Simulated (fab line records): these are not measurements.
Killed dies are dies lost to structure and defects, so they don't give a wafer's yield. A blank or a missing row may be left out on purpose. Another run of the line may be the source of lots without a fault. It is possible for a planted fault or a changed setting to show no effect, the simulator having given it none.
fab line records	flow nand-harc
[record] lots = 13	wafers = 39	last-day = 34
route steps=1302 shown P_ZERO_WELL@56 P_STI@83 END@1302
lots with no fault: from the same line, run without faults
start-h: the number of hours between the record's first day and the start of the first shown wafer of the lot	wait-h: hours since the lot's step before	" identical to the entry in the row above	L1.1+2: a row that stands for several wafers	- either no value or no given start	* or withheld: withheld	< > ~ a bound
route shown NAME@n: NAME is a module with steps in the file, n the number in the route of the first one	usual: mean/standard deviation of fault-free wafers	same: alike in all rows	chamber/n: place in a boat	sites: per-site readings	_std_site: standard deviation of those values	_edge_site: the outer-site mean with the inner-site mean subtracted	radius-mm: for every site, how far away it sits from the centre of the wafer	mask NAME#n: copy n	behind: the last tool/chamber to shape the wafer	hold: why the lot was held/for how many hours/how that ended	device: the transistor (n, p or np) that didn't switch	end of line: the tests these same wafers got at the end of their route	for a step that has no rows: nothing shown but its recipe	killed: at the first sort, the dies lost to defects and structure; wafer yield is something else	map: per-die view of a wafer (x killed, . not killed, _ where there is no die)
set.NAME: setting as actually run; set.NAME@STEP: the setting as run at that earlier step	model.NAME: the simulator's own value behind a step, which no gauge read
route steps across a sampled set of lots; one table per step, one row per wafer
services: a tool's chamber out of use, with start hour (start-h, from the record's first day; less than 0 if before it), hours out, and reason
[[steps]]
[step NHARC_P_ZERO_WELL_EXPOSE_49]
[recipe] na = 0.6	target-cd-nm = 2000	dose-mj = 22.64	mask-id = P_HVPW
lot.wafer	tool	chamber	start-h	wait-h	mask
L620.1+2+6	krf-scanner-04	0	35.84	-	P_HVPW#0
L621.3+4+5	krf-scanner-03	0	45.64	-	P_HVPW#0
L622.1+2+4	krf-scanner-02	0	55.44	-	P_HVPW#0
L625.2+4+6	krf-scanner-04	0	89.45	-	P_HVPW#0
L626.1+5+6	krf-scanner-04	0	95.54	-	P_HVPW#0
L627.1+4+5	krf-scanner-04	0	106.10	-	P_HVPW#0
L628.1+3+5	krf-scanner-02	0	115.48	-	P_HVPW#0
L629.2+5+6	krf-scanner-04	0	125.74	-	P_HVPW_R1#0
L630.2+3+5	krf-scanner-02	0	135.59	-	P_HVPW#0
L639.2+3+5	krf-scanner-04	0	225.63	-	P_HVPW#0
L640.1+4+6	krf-scanner-04	0	237.18	-	P_HVPW#0
L641.1+4+6	krf-scanner-04	0	245.46	-	P_HVPW#0
L642.2+3+4	krf-scanner-02	0	255.52	-	P_HVPW#0
[step NHARC_P_ZERO_WELL_CD_MEAS_52]
[recipe] target-cd-nm = 2000	landing-energy-ev = 500
[usual] cd-nm = 1998.8/2.9
lot.wafer	tool	chamber	start-h	wait-h	cd-nm
L620.1	cd-sem-01	0	36.00	-	1999.1
L620.2	"	0	"	"	2002.2
L620.6	"	0	"	"	1997.1
L621.3	cd-sem-02	0	45.80	-	1994.4
L621.4	"	0	"	"	1991.7
L621.5	"	0	"	"	1995.7
L622.1	cd-sem-01	0	55.60	-	1998.9
L622.2	"	0	"	"	2004.5
L622.4	"	0	"	"	1996.1
L625.2	cd-sem-03	0	89.61	-	2000.3
L625.4	"	0	"	"	1994.7
L625.6	"	0	"	"	2004.2
L626.1	cd-sem-01	0	95.70	-	2005.6
L626.5	"	0	"	"	2000.3
L626.6	"	0	"	"	1999.3
L627.1	cd-sem-03	0	106.26	-	1999.3
L627.4	"	0	"	"	1996.0
L627.5	"	0	"	"	1995.5
L628.1	cd-sem-01	0	115.64	-	1996.0
L628.3	"	0	"	"	1997.8
L628.5	"	0	"	"	1998.0
L629.2	cd-sem-03	0	125.89	-	1906.4
L629.5	"	0	"	"	1904.3
L629.6	"	0	"	"	1907.3
L630.2	cd-sem-01	0	135.75	-	2000.0
L630.3	"	0	"	"	1995.9
L630.5	"	0	"	"	1999.9
L639.2	cd-sem-03	0	225.79	-	1998.8
L639.3	"	0	"	"	2003.7
L639.5	"	0	"	"	1996.6
L640.1	cd-sem-02	0	237.33	-	2000.0
L640.4	"	0	"	"	1998.7
L640.6	"	0	"	"	1996.3
L641.1	cd-sem-03	0	245.62	-	2004.4
L641.4	"	0	"	"	2001.9
L641.6	"	0	"	"	2003.7
L642.2	cd-sem-02	0	255.68	-	2001.7
L642.3	"	0	"	"	2003.2
L642.4	"	0	"	"	1999.3
[step NHARC_P_ZERO_WELL_INSPECT_43]
[usual] raw-defect-count = 13/5.6
lot.wafer	tool	chamber	start-h	wait-h	raw-defect-count
L620.1	defect-inspect-01	-	37.81	0.6	11
L620.2	"	-	"	"	8
L620.6	"	-	"	"	8
L621.3	defect-inspect-02	-	47.61	0.4	7
L621.4	"	-	"	"	10
L621.5	"	-	"	"	12
L622.1	defect-inspect-01	-	57.54	0.6	15
L622.2	"	-	"	"	10
L622.4	"	-	"	"	11
L625.2	defect-inspect-01	-	91.41	0.5	15
L625.4	"	-	"	"	4
L625.6	"	-	"	"	7
L626.1	defect-inspect-01	-	97.70	0.6	6
L626.5	"	-	"	"	8
L626.6	"	-	"	"	15
L627.1	defect-inspect-01	-	108.07	0.6	23
L627.4	"	-	"	"	28
L627.5	"	-	"	"	19
L628.1	defect-inspect-01	-	117.45	0.6	9
L628.3	"	-	"	"	12
L628.5	"	-	"	"	4
L629.2	defect-inspect-02	-	127.71	0.5	12
L629.5	"	-	"	"	12
L629.6	"	-	"	"	11
L630.2	defect-inspect-02	-	137.58	0.5	12
L630.3	"	-	"	"	17
L630.5	"	-	"	"	11
L639.2	defect-inspect-02	-	227.71	0.5	13
L639.3	"	-	"	"	19
L639.5	"	-	"	"	13
L640.1	defect-inspect-01	-	239.14	0.6	12
L640.4	"	-	"	"	29
L640.6	"	-	"	"	13
L641.1	defect-inspect-02	-	247.43	0.6	8
L641.4	"	-	"	"	9
L641.6	"	-	"	"	15
L642.2	defect-inspect-01	-	257.49	0.5	8
L642.3	"	-	"	"	24
L642.4	"	-	"	"	19
[step NHARC_P_STI_CD_MEAS_09]
[recipe] target-cd-nm = 200	landing-energy-ev = 500
[usual] cd-nm = 197.8/2.8
lot.wafer	tool	chamber	start-h	wait-h	cd-nm
L620.1	cd-sem-03	0	57.27	-	196.3
L620.2	"	0	"	"	196.1
L620.6	"	0	"	"	199.6
L621.3	cd-sem-01	0	62.74	-	202.1
L621.4	"	0	"	"	196.9
L621.5	"	0	"	"	197.2
L622.1	cd-sem-03	0	73.88	-	193.5
L622.2	"	0	"	"	195.5
L622.4	"	0	"	"	197.5
L625.2	cd-sem-03	0	105.90	-	194.0
L625.4	"	0	"	"	198.5
L625.6	"	0	"	"	196.3
L626.1	cd-sem-01	0	112.61	-	201.0
L626.5	"	0	"	"	197.1
L626.6	"	0	"	"	200.6
L627.1	cd-sem-02	0	125.65	-	199.3
L627.4	"	0	"	"	191.4
L627.5	"	0	"	"	190.6
L628.1	cd-sem-02	0	131.87	-	195.6
L628.3	"	0	"	"	200.1
L628.5	"	0	"	"	198.6
L629.2	cd-sem-03	0	144.70	-	195.3
L629.5	"	0	"	"	192.8
L629.6	"	0	"	"	192.5
L630.2	cd-sem-03	0	152.81	-	195.9
L630.3	"	0	"	"	200.1
L630.5	"	0	"	"	200.6
L639.2	cd-sem-03	0	243.11	-	200.1
L639.3	"	0	"	"	201.7
L639.5	"	0	"	"	195.0
L640.1	cd-sem-02	0	254.75	-	197.6
L640.4	"	0	"	"	200.1
L640.6	"	0	"	"	199.3
L641.1	cd-sem-02	0	262.55	-	199.1
L641.4	"	0	"	"	193.7
L641.6	"	0	"	"	195.0
L642.2	cd-sem-03	0	271.87	-	196.2
L642.3	"	0	"	"	200.8
L642.4	"	0	"	"	197.8
[step NHARC_P_STI_DESCUM_14]
[recipe] time-s = 3	o2-flow-sccm = 200	ar-flow-sccm = 0	bias-power-w = 0	chemistry = O2
[usual] drypump-motor-current-A = 5.6/0.41	oes-product-au = 1.007/0.016	rf-vpp-V = 58.1/0.71	showerhead-plenum-p-Torr = 1.99/0.057	throttle-valve-pct = 11.312/0.0082
[same] time-s = 3
lot.wafer	tool	chamber	start-h	wait-h	drypump-motor-current-A	oes-product-au	rf-hours-counter-h	rf-vpp-V	showerhead-plenum-p-Torr	throttle-valve-pct
L620.2	rie-diel-07	2	57.55	-	5.4	0.994	8	58.4	1.97	11.297
L620.1	"	3	"	"	5.7	0.985	6	58.2	2.06	11.315
L620.6	"	1	"	"	5.9	1.010	-	57.9	1.95	11.306
L621.3	rie-diel-05	1	63.00	-	5.2	0.998	0	57.3	1.91	11.314
L621.4	"	2	"	"	5.2	0.995	0	57.5	2.01	11.313
L621.5	"	1	"	"	5.2	0.987	-	57.7	1.91	11.314
L622.4	rie-diel-05	1	74.15	-	5.2	0.996	1	56.7	1.91	11.312
L622.1	"	2	"	"	5.2	0.990	0	58.7	2.01	11.306
L622.2	"	3	"	"	5.7	1.019	1	57.8	2.01	11.304
L625.2	rie-diel-05	2	106.17	-	5.2	1.010	1	58.0	2.01	11.316
L625.4	"	0	"	"	5.9	1.016	1	56.7	2.03	11.308
L625.6	"	2	"	"	5.2	1.013	-	58.3	2.01	11.306
L626.1	rie-diel-05	0	112.89	-	5.9	1.021	2	58.6	2.03	11.316
L626.5	"	1	"	"	5.2	0.998	-	57.5	1.91	11.325
L626.6	"	2	"	"	5.2	1.008	-	57.7	2.01	11.307
L627.1	rie-diel-05	0	125.91	-	5.9	1.023	3	57.9	2.03	11.311
L627.4	"	2	"	"	5.2	1.005	3	58.0	2.01	11.306
L627.5	"	0	"	"	6.0	1.025	-	57.8	2.03	11.302
L628.3	rie-diel-05	0	132.13	-	6.0	1.020	3	59.6	2.03	11.299
L628.1	"	1	"	"	5.2	1.005	3	58.1	1.91	11.303
L628.5	"	0	"	"	6.0	1.014	-	58.8	2.03	11.326
L629.2	rie-diel-05	0	144.97	-	5.9	1.011	3	57.8	2.03	11.330
L629.5	"	2	"	"	5.2	1.007	-	60.0	2.01	11.311
L629.6	"	3	"	"	5.7	1.031	-	58.6	2.01	11.313
L630.2	rie-diel-05	1	153.09	-	5.2	0.995	4	57.3	1.91	11.319
L630.3	"	2	"	"	5.2	1.002	4	58.1	2.01	11.315
L630.5	"	0	"	"	5.9	1.020	-	59.1	2.03	11.314
L639.2	rie-diel-11	2	243.38	-	5.6	1.000	13	57.4	2.03	11.321
L639.3	"	3	"	"	5.7	0.995	13	58.4	1.91	11.304
L639.5	"	1	"	"	5.1	1.012	-	56.6	1.84	11.322
L640.4	rie-diel-05	3	255.02	-	5.7	1.004	1	57.3	2.00	11.297
L640.1	"	0	"	"	5.9	1.006	1	58.3	2.03	11.310
L640.6	"	3	"	"	5.7	1.003	-	58.3	2.01	11.296
L641.4	rie-diel-07	3	263.10	-	5.7	0.995	10	57.6	2.05	11.319
L641.1	"	0	"	"	6.5	1.003	10	58.1	2.05	11.318
L641.6	"	3	"	"	5.7	0.985	-	57.9	2.05	11.319
L642.3	rie-diel-07	1	272.13	-	5.9	0.994	10	58.6	1.95	11.302
L642.4	"	3	"	"	5.7	0.987	10	56.5	2.05	11.307
L642.2	"	0	"	"	6.5	1.022	10	59.3	2.04	11.309
[step NHARC_END_SORT_01]
[recipe] temp-c = 25
[usual] killed-at-array = 63/27	killed-at-other = 0.7/1.2	killed-at-periphery = 3.1/2	killed-dies = 67/28	killed-open = 3.0/1.9	killed-short = 2.2/1.5
[same] gross-dies = 677
lot.wafer	tool	chamber	start-h	wait-h	killed-at-array	killed-at-other	killed-at-periphery	killed-dies	killed-open	killed-short
L628.1	prober-01	0	654.09	2.5	71	4	1	76	3	1
L628.3	prober-01	0	655.69	3.1	74	6	2	82	1	4
L628.5	prober-01	0	657.30	3.7	63	5	2	70	4	0
// killed by level:class
L628.1 A_SLIT:chamber-film-flake=34 A_CHANNEL_HOLE_D2:chamber-film-flake=14 A_CHANNEL_HOLE_D1:chamber-film-flake=5 A_STAIRCASE:chamber-film-flake=4 A_WL_FILL:chamber-film-flake=4 A_CONTACT:chamber-film-flake=4 THIN_TSV:chamber-film-flake=4 A_ONON_D1:geometric-particle:open=1
L628.3 A_SLIT:chamber-film-flake=35 A_CHANNEL_HOLE_D2:chamber-film-flake=13 A_CHANNEL_HOLE_D1:chamber-film-flake=6 A_WL_FILL:chamber-film-flake=6 THIN_TSV:chamber-film-flake=4 A_CHANNEL_FILL_D1:chamber-film-flake=3 A_STAIRCASE:chamber-film-flake=3 A_CONTACT:chamber-film-flake=2
L628.5 A_SLIT:chamber-film-flake=33 A_CHANNEL_HOLE_D2:chamber-film-flake=12 A_CHANNEL_HOLE_D1:chamber-film-flake=6 THIN_TSV:chamber-film-flake=5 A_STAIRCASE:chamber-film-flake=4 P_ZERO_WELL:chamber-film-flake=2 A_WL_FILL:chamber-film-flake=2 A_CONTACT:chamber-film-flake=2
[[services]]
tool	chamber	start-h	hours	kind
rie-diel-07	3	13.17	7.9	repair
rie-diel-05	2	37.81	6.8	repair
rie-diel-05	-	52.60	9.0	pm
rie-diel-05	2	63.47	9.2	repair
rie-diel-05	0	64.51	5.2	repair
rie-diel-07	0	67.41	6.9	repair
krf-scanner-02	-	94.00	4.0	pm
krf-scanner-04	-	97.52	0.1	repair
krf-scanner-02	-	103.69	0.3	repair
rie-diel-07	1	108.15	2.0	repair
krf-scanner-02	-	110.31	0.3	repair
rie-diel-05	1	114.16	2.8	repair
rie-diel-07	-	117.27	9.0	pm
krf-scanner-04	-	154.92	0.2	repair
rie-diel-07	2	174.35	6.9	repair
krf-scanner-04	-	179.96	0.7	repair
krf-scanner-04	-	182.00	4.0	pm
rie-diel-07	3	203.71	3.7	repair
rie-diel-05	0	224.78	15.7	repair
rie-diel-05	-	229.60	9.0	pm
krf-scanner-04	-	230.71	1.2	repair
rie-diel-05	1	255.99	1.6	repair
krf-scanner-02	-	266.00	4.0	pm
krf-scanner-04	-	266.90	5.8	repair
[[key]]
[first-sign] step = NHARC_P_ZERO_WELL_EXPOSE_49	reading = mask	direction = changed
[effect] step = NHARC_P_ZERO_WELL_CD_MEAS_52	reading = cd-nm	direction = down	sigmas = 32	usual = 1998.8	struck = 1906.0
met-at NHARC_P_ZERO_WELL_EXPOSE_49
struck-lots L629
tester-left-out L629
not-acting-at NHARC_P_ZERO_WELL_INSPECT_43,NHARC_P_STI_CD_MEAS_09,NHARC_P_STI_DESCUM_14
onset-between 106.10 125.74
[fault] kind = wrong-mask	tool = any	chamber = -	onset-h = 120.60	steps = NHARC_P_ZERO_WELL_EXPOSE_49	aux-copy = P_HVPW_R1#0	cd-offset-nm = -88.959	scope = struck-lots-only
// tester-left-out: of these lots the tester's yield and bins aren't shown, on N5 and GAA mostly nor the transistor test; their killed dies are dies lost to structure and defects alone, not to doping, threshold or leakage, so they don't give the yield
